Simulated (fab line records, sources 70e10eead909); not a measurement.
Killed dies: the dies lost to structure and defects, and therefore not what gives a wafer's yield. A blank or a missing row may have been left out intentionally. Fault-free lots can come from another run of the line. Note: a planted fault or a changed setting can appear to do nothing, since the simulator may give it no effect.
fab line records	flow nandHarc
record: lots: 15	wafers: 45	lastDay: 33
route steps=1302 shown P_GATE@202 P_CONTACT@217
lots with no fault: from the same line, run without faults
startH: hours from the record's first day to the start of the lot's first wafer shown	waitH: time in hours since the lot's previous step	" identical to the entry in the row above	L1.1+2: a row that stands for several wafers	- either no value or no given start	* or withheld: withheld	< > ~ a bound
route shown NAME@n: names a module that has steps shown in the file, with the first one's number in the route	usual: the fault-free wafers' mean and standard deviation	same: alike in all rows	chamber/n: place in a boat	sites: per-site readings	_std_site: their standard deviation	_edge_site: the outer-site mean with the inner-site mean subtracted	radiusMm: for every site, how far away it sits from the centre of the wafer	mask NAME#n: copy n	behind: tool/chamber where the wafer was last shaped	hold: why the lot went on hold/how many hours it stayed there/how the hold came to an end	device: the n, p or np transistor that did not switch	end of line: tests run on the same wafers once the route is complete	for a step that has no rows: nothing shown but its recipe	killed: dies lost to structure and defects at the first sort, not the wafer's yield	map: a wafer's dies, marking killed ones x, the rest . and places with no die _
set.NAME: the run value of the setting; set.NAME@STEP: its run value at that earlier step	model.NAME: the simulator's own value behind a step, which no gauge read
the route's steps for a sample of lots (tables are steps, rows are wafers)
services: when a tool's chamber went out of use (startH, in hours from the record's first day, below 0 if earlier), for how many hours, and the reason
== steps ==
step: NHARC_P_GATE_DESCUM_93
recipe: timeS: 3	o2FlowSccm: 200	arFlowSccm: 0	biasPowerW: 0	chemistry: O2
usual: chamberPressureMTorr: 60.00/0.055	drypumpMotorCurrentA: 5.59/0.29	oesProductAu: 1.001/0.0075	rfVppV: 57.8/0.92	showerheadPlenumPTorr: 1.92/0.081	throttleValvePct: 11.312/0.009
lot.wafer	tool	chamber	startH	waitH	chamberPressureMTorr	drypumpMotorCurrentA	oesProductAu	rfHoursCounterH	rfVppV	showerheadPlenumPTorr	throttleValvePct
L525.1	rieDiel-12	3	113.22	-	59.98	5.30	1.006	0.5	59.0	2.04	11.296
L525.2	"	0	"	"	60.07	5.23	1.006	0.3	58.1	1.99	11.321
L525.5	"	3	"	"	59.91	5.31	1.009	-	57.8	2.04	11.302
L527.4	rieDiel-10	3	127.23	-	60.03	5.60	0.991	1.4	56.9	1.81	11.318
L527.1	"	1	"	"	60.01	5.89	1.006	1.6	57.7	1.85	11.327
L527.5	"	3	"	"	59.94	5.56	0.997	-	57.5	1.81	11.310
L528.2	rieDiel-10	0	137.81	-	60.04	6.01	1.003	2.7	57.6	1.96	11.297
L528.5	"	3	"	"	60.01	5.58	1.004	-	58.1	1.81	11.316
L528.6	"	0	"	"	59.93	5.97	1.000	-	57.9	1.96	11.312
L529.3	rieDiel-10	3	151.82	-	59.93	5.57	1.004	3.4	57.3	1.81	11.300
L529.1	"	0	"	"	59.89	5.98	1.010	4.1	57.8	1.96	11.315
L529.5	"	2	"	"	60.06	5.36	0.990	-	57.4	1.92	11.311
L530.2	rieDiel-10	3	159.06	-	59.98	5.54	1.004	3.5	56.4	1.81	11.318
L530.4	"	0	"	"	60.06	5.93	0.996	-	58.7	1.96	11.317
L530.5	"	2	"	"	60.01	5.36	1.004	-	58.3	1.91	11.292
L531.2	rieDiel-10	3	169.81	-	60.09	5.55	0.997	3.6	57.1	1.81	11.316
L531.4	"	2	"	"	60.07	5.36	0.996	4.0	58.4	1.91	11.309
L531.5	"	0	"	"	59.96	5.97	0.997	-	58.0	1.96	11.305
L532.2	rieDiel-02	1	185.38	-	60.03	5.61	1.001	9.4	56.8	1.98	11.316
L532.3	"	3	"	"	60.02	5.15	1.001	7.8	57.4	2.01	11.326
L532.6	"	1	"	"	59.94	5.62	0.994	-	57.8	1.98	11.326
L533.3	rieDiel-12	2	207.82	-	60.04	5.41	1.016	5.2	58.9	1.97	11.306
L533.4	"	0	"	"	60.00	5.24	0.998	6.3	59.8	1.99	11.313
L533.2	"	1	"	"	60.02	6.05	1.004	5.8	57.7	1.94	11.317
L535.3	rieDiel-02	2	209.11	-	60.03	5.85	0.990	9.8	55.3	1.79	11.319
L535.4	"	3	"	"	59.97	5.11	1.007	8.9	58.7	2.01	11.322
L535.5	"	2	"	"	60.05	5.93	1.004	-	57.9	1.79	11.285
L540.4	rieDiel-10	1	259.28	-	60.01	5.89	1.001	0.1	57.3	1.85	11.319
L540.1	"	2	"	"	59.99	5.36	0.998	0.1	57.3	1.91	11.319
L540.6	"	2	"	"	60.06	5.32	0.994	-	58.9	1.91	11.309
L542.4	rieDiel-12	1	281.72	-	59.98	6.06	0.990	0.1	58.2	1.94	11.305
L542.1	"	3	"	"	59.94	5.30	1.008	0.1	58.7	2.03	11.322
L542.6	"	1	"	"	59.99	6.04	0.985	-	56.9	1.94	11.301
L544.1	rieDiel-12	1	297.55	-	60.03	6.05	1.000	0.6	59.2	1.94	11.313
L544.6	"	3	"	"	59.91	5.29	0.995	-	58.5	2.03	11.326
L544.5	"	0	"	"	60.05	5.27	1.011	-	58.2	1.99	11.315
L543.4	rieDiel-02	2	297.98	-	59.93	5.89	1.004	4.6	56.5	1.79	11.302
L543.5	"	0	"	"	59.87	5.50	1.020	-	57.8	2.00	11.325
L543.6	"	1	"	"	59.92	5.59	1.011	-	58.0	1.98	11.302
L548.2	rieDiel-10	2	343.12	-	60.10	5.34	1.014	4.4	58.0	1.91	11.321
L548.5	"	2	"	"	59.99	5.35	1.001	-	56.6	1.91	11.317
L548.6	"	3	"	"	60.07	5.55	1.005	-	56.4	1.80	11.317
L547.2	rieDiel-02	2	344.04	-	59.96	5.88	1.004	7.7	57.6	1.79	11.309
L547.4	"	0	"	"	59.96	5.52	1.014	8.0	57.8	2.00	11.310
L547.6	"	2	"	"	60.03	5.87	1.005	-	56.9	1.79	11.325
step: NHARC_P_GATE_RTA_82
recipe: tempC: 450	timeS: 30
usual: lampPowerPct: 3.97/0.058	wafer_temp_C_max: 452.4/0.92
lot.wafer	tool	chamber	startH	waitH	lampPowerPct	wafer_temp_C_max
L525.1	rtpAnneal-02	0	115.93	-	3.93	452.1
L525.2	"	0	"	"	3.92	451.6
L525.5	"	0	"	"	3.93	451.4
L527.1	rtpAnneal-01	0	129.93	-	4.05	452.6
L527.4	"	0	"	"	4.04	453.4
L527.5	"	0	"	"	4.05	453.4
L528.2	rtpAnneal-01	0	140.53	-	4.05	454.0
L528.5	"	0	"	"	4.04	452.8
L528.6	"	0	"	"	4.05	453.4
L529.1	rtpAnneal-01	0	154.63	-	4.05	453.7
L529.3	"	0	"	"	4.04	453.0
L529.5	"	0	"	"	4.05	453.3
L530.2	rtpAnneal-01	0	161.90	-	4.05	454.8
L530.4	"	0	"	"	4.05	453.2
L530.5	"	0	"	"	4.04	453.6
L531.2	rtpAnneal-02	0	173.12	-	3.93	451.3
L531.4	"	0	"	"	3.92	452.1
L531.5	"	0	"	"	3.92	451.5
L532.2	rtpAnneal-02	0	188.17	-	3.93	452.2
L532.3	"	0	"	"	3.93	451.7
L532.6	"	0	"	"	3.93	451.5
L533.2	rtpAnneal-02	0	210.59	-	3.93	451.3
L533.3	"	0	"	"	3.93	451.3
L533.4	"	0	"	"	3.93	451.7
L535.3	rtpAnneal-01	0	211.90	-	4.05	453.5
L535.4	"	0	"	"	4.05	452.7
L535.5	"	0	"	"	4.05	452.7
L540.1	rtpAnneal-02	0	262.16	-	3.92	452.6
L540.4	"	0	"	"	3.92	451.6
L540.6	"	0	"	"	3.93	451.9
L542.1	rtpAnneal-02	0	284.44	-	3.92	452.1
L542.4	"	0	"	"	3.92	451.8
L542.6	"	0	"	"	3.92	451.4
L544.1	rtpAnneal-01	0	300.49	-	4.04	453.2
L544.5	"	0	"	"	4.05	453.2
L544.6	"	0	"	"	4.05	453.4
L543.4	rtpAnneal-01	0	300.98	-	4.04	453.8
L543.5	"	0	"	"	4.04	453.5
L543.6	"	0	"	"	4.04	453.9
L548.2	rtpAnneal-02	0	346.08	-	3.93	451.6
L548.5	"	0	"	"	3.93	451.9
L548.6	"	0	"	"	3.92	452.1
L547.2	rtpAnneal-02	0	346.87	-	3.93	451.2
L547.4	"	0	"	"	3.92	451.9
L547.6	"	0	"	"	3.92	451.5
step: NHARC_P_CONTACT_DEP_30
recipe: targetThkA: 300	tempC: 400	targetThkNm: 30	flowSccm: 200	rfW: 450	material: SiNx
usual: heaterPowerW: 710/87
lot.wafer	tool	chamber	startH	waitH	heaterPowerW
L525.2	pecvd-04	2	116.20	0.1	751
L525.1	"	0	"	"	668
L525.5	"	1	"	"	685
L527.1	pecvd-01	1	130.23	0.1	779
L527.5	"	1	"	"	767
L527.4	"	2	"	"	636
L528.2	pecvd-02	0	140.76	0.1	882
L528.5	"	0	"	"	880
L528.6	"	1	"	"	554
L529.1	pecvd-01	0	154.90	0.1	655
L529.3	"	1	"	"	728
L529.5	"	2	"	"	660
L530.2	pecvd-04	0	162.18	0.1	732
L530.4	"	2	"	"	736
L530.5	"	0	"	"	748
L531.2	pecvd-04	2	173.43	0.1	856
L531.4	"	1	"	"	754
L531.5	"	2	"	"	859
L532.3	pecvd-04	0	188.41	0.1	715
L532.2	"	2	"	"	815
L532.6	"	2	"	"	823
L533.3	pecvd-04	2	210.82	0.1	763
L533.2	"	0	"	"	716
L533.4	"	1	"	"	699
L535.3	pecvd-02	0	212.11	0.1	791
L535.5	"	1	"	"	532
L535.4	"	2	"	"	755
L540.1	pecvd-01	2	262.46	0.1	754
L540.6	"	1	"	"	803
L540.4	"	2	"	"	737
L542.1	pecvd-04	2	284.79	0.1	758
L542.6	"	0	"	"	694
L542.4	"	2	"	"	750
L544.1	pecvd-01	0	300.75	0.1	635
L544.5	"	0	"	"	661
L544.6	"	1	"	"	778
L543.4	pecvd-04	0	301.27	0.2	667
L543.5	"	1	"	"	781
L543.6	"	2	"	"	849
L548.2	pecvd-01	1	346.39	0.1	786
L548.5	"	2	"	"	693
L548.6	"	0	"	"	628
L547.2	pecvd-04	0	347.18	0.1	635
L547.6	"	1	"	"	758
L547.4	"	2	"	"	857
step: NHARC_P_CONTACT_EXPOSE_09
recipe: na: 1.35	targetCdNm: 90	doseMj: 81.26	maskId: P_CA
usual: exposureDoseMJCm2: 81.22/0.11	focusOffsetNm: 0.0/0.55
lot.wafer	tool	chamber	startH	waitH	mask	exposureDoseMJCm2	focusOffsetNm
L525.1	arfiScanner-02	0	117.59	-	P_CA#0	81.13	-0.3
L525.2	"	0	"	"	P_CA#0	81.24	-0.2
L525.5	"	0	"	"	P_CA#0	81.20	-0.8
L527.1	arfiScanner-01	0	131.48	-	P_CA#0	81.31	-0.5
L527.4	"	0	"	"	P_CA#0	81.25	0.4
L527.5	"	0	"	"	P_CA#0	81.33	0.2
L528.2	arfiScanner-01	0	142.04	-	P_CA#0	81.29	0.6
L528.5	"	0	"	"	P_CA#0	81.26	-0.5
L528.6	"	0	"	"	P_CA#0	81.34	-0.1
L529.1	arfiScanner-02	0	156.30	-	P_CA#0	81.15	-0.1
L529.3	"	0	"	"	P_CA#0	81.18	-0.3
L529.5	"	0	"	"	P_CA#0	81.17	0.1
L530.2	arfiScanner-01	0	163.54	-	P_CA#0	81.22	-0.4
L530.4	"	0	"	"	P_CA#0	81.09	0.3
L530.5	"	0	"	"	P_CA#0	81.11	0.2
L531.2	arfiScanner-03	0	174.76	-	P_CA#0	81.15	1.1
L531.4	"	0	"	"	P_CA#0	81.10	0.6
L531.5	"	0	"	"	P_CA#0	81.25	0.8
L532.2	arfiScanner-02	0	189.82	-	P_CA#0	81.08	0.2
L532.3	"	0	"	"	P_CA#0	81.11	0.0
L532.6	"	0	"	"	P_CA#0	81.01	0.5
L533.2	arfiScanner-02	0	212.11	-	P_CA#0	81.08	-1.4
L533.3	"	0	"	"	P_CA#0	81.01	-0.5
L533.4	"	0	"	"	P_CA#0	81.07	-0.6
L535.3	arfiScanner-01	0	213.52	-	P_CA#0	81.27	0.2
L535.4	"	0	"	"	P_CA#0	81.41	0.7
L535.5	"	0	"	"	P_CA#0	81.36	0.6
L540.1	arfiScanner-03	0	263.70	-	P_CA#0	103.84	0.1
L540.4	"	0	"	"	P_CA#0	103.85	0.9
L540.6	"	0	"	"	P_CA#0	103.88	0.7
L542.1	arfiScanner-03	0	286.17	-	P_CA#0	99.27	0.6
L542.4	"	0	"	"	P_CA#0	99.25	-0.1
L542.6	"	0	"	"	P_CA#0	99.30	-0.1
L544.1	arfiScanner-01	0	302.16	-	P_CA#0	81.12	0.8
L544.5	"	0	"	"	P_CA#0	81.10	0.5
L544.6	"	0	"	"	P_CA#0	81.08	0.3
L543.4	arfiScanner-03	0	302.57	-	P_CA#0	95.80	0.0
L543.5	"	0	"	"	P_CA#0	95.74	-0.2
L543.6	"	0	"	"	P_CA#0	95.80	-0.3
L548.2	arfiScanner-02	0	347.73	-	P_CA#0	81.13	-0.3
L548.5	"	0	"	"	P_CA#0	81.10	0.0
L548.6	"	0	"	"	P_CA#0	81.02	0.1
L547.2	arfiScanner-01	0	348.50	-	P_CA#0	81.21	-0.9
L547.4	"	0	"	"	P_CA#0	81.36	-0.5
L547.6	"	0	"	"	P_CA#0	81.51	-0.1
step: NHARC_P_CONTACT_CD_MEAS_12
recipe: targetCdNm: 90	landingEnergyEv: 500
usual: cdNm: 90.0/0.44
same: landingEnergyEv: 500
lot.wafer	tool	chamber	startH	waitH	cdNm
L525.1	cdSem-03	0	117.73	-	89.4
L525.2	"	0	"	"	90.2
L525.5	"	0	"	"	89.7
L527.1	cdSem-03	0	131.61	-	89.2
L527.4	"	0	"	"	89.7
L527.5	"	0	"	"	90.1
L528.2	cdSem-01	0	142.18	-	89.8
L528.5	"	0	"	"	90.3
L528.6	"	0	"	"	89.7
L529.1	cdSem-01	0	156.44	-	90.3
L529.3	"	0	"	"	89.8
L529.5	"	0	"	"	89.2
L530.2	cdSem-01	0	163.68	-	90.2
L530.4	"	0	"	"	89.8
L530.5	"	0	"	"	90.1
L531.2	cdSem-02	0	174.90	-	89.5
L531.4	"	0	"	"	89.5
L531.5	"	0	"	"	90.3
L532.2	cdSem-03	0	189.96	-	90.2
L532.3	"	0	"	"	90.3
L532.6	"	0	"	"	89.6
L533.2	cdSem-01	0	212.24	-	90.7
L533.3	"	0	"	"	90.7
L533.4	"	0	"	"	89.9
L535.3	cdSem-01	0	213.65	-	89.5
L535.4	"	0	"	"	90.2
L535.5	"	0	"	"	90.0
L540.1	cdSem-02	0	263.84	-	105.8
L540.4	"	0	"	"	104.9
L540.6	"	0	"	"	105.2
L542.1	cdSem-03	0	286.31	-	102.6
L542.4	"	0	"	"	102.3
L542.6	"	0	"	"	102.3
L544.1	cdSem-02	0	302.30	-	90.9
L544.5	"	0	"	"	90.1
L544.6	"	0	"	"	90.3
L543.4	cdSem-01	0	302.70	-	100.3
L543.5	"	0	"	"	100.4
L543.6	"	0	"	"	100.8
L548.2	cdSem-01	0	347.86	-	89.5
L548.5	"	0	"	"	89.6
L548.6	"	0	"	"	89.5
L547.2	cdSem-03	0	348.64	-	90.1
L547.4	"	0	"	"	90.7
L547.6	"	0	"	"	90.2
== services ==
tool	chamber	startH	hours	kind
rieDiel-12	-	91.46	9.0	pm
rieDiel-12	0	104.03	7.6	repair
pecvd-01	-	130.68	13.0	pm
arfiScanner-02	-	140.00	4.0	pm
arfiScanner-02	-	150.69	1.2	repair
rieDiel-10	1	157.19	7.7	repair
arfiScanner-01	-	179.74	0.9	repair
arfiScanner-02	-	231.04	3.9	repair
rieDiel-10	-	242.50	9.0	pm
arfiScanner-01	-	260.34	4.0	pm
pecvd-04	-	269.06	13.0	pm
arfiScanner-02	-	276.82	1.0	repair
rtpAnneal-01	-	290.06	0.6	repair
arfiScanner-02	-	292.03	4.8	repair
pecvd-01	-	299.92	0.8	repair
pecvd-04	0	306.16	4.7	repair
pecvd-01	-	311.68	13.0	pm
arfiScanner-02	-	312.00	4.0	pm
arfiScanner-02	-	319.76	0.6	repair
rieDiel-10	-	321.63	0.4	repair
pecvd-04	-	323.02	1.2	repair
pecvd-04	-	334.83	0.5	repair
arfiScanner-01	-	337.67	1.4	repair
pecvd-04	-	344.25	0.9	repair
== key ==
firstSign: step: NHARC_P_CONTACT_EXPOSE_09	reading: exposureDoseMJCm2	direction: up	sigmas: 99+	usual: 81.22	struck: 99.64
effect: step: NHARC_P_CONTACT_CD_MEAS_12	reading: cdNm	direction: up	sigmas: 29	usual: 90.0	struck: 102.7	through: controlLoop
metAt NHARC_P_CONTACT_EXPOSE_09
struckLots L540,L542,L543
sortLeftOut L540.1,L540.4,L540.6,L542.1,L542.4,L542.6,L543.4,L543.5,L543.6
testerLeftOut L540,L542,L543
loopTrim: step: NHARC_P_CONTACT_EXPOSE_09	setting: dose	lots: L542,L543
notActingAt NHARC_P_GATE_DESCUM_93,NHARC_P_GATE_RTA_82,NHARC_P_CONTACT_DEP_30
onsetBetween 174.76 263.70
fault: kind: processParameterDrift	tool: arfiScanner-03	chamber: -	onsetH: 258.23	steps: NHARC_P_CONTACT_EXPOSE_09	channel: doseMj	offset: 22.576	shape: step	actsIn: theseRecipesOnly	stated: 81.26
testerLeftOut: of these lots the tester's yield and bins aren't shown, on N5 and GAA mostly nor the transistor test; their killed dies are dies lost to structure and defects alone, not to doping, threshold or leakage, so they don't give the yield
sortLeftOut: the simulated sort isn't trusted on such a fault, so these wafers' sort isn't shown, and their yield isn't known
loopTrim: a control loop set the setting to another value than it would have without faults
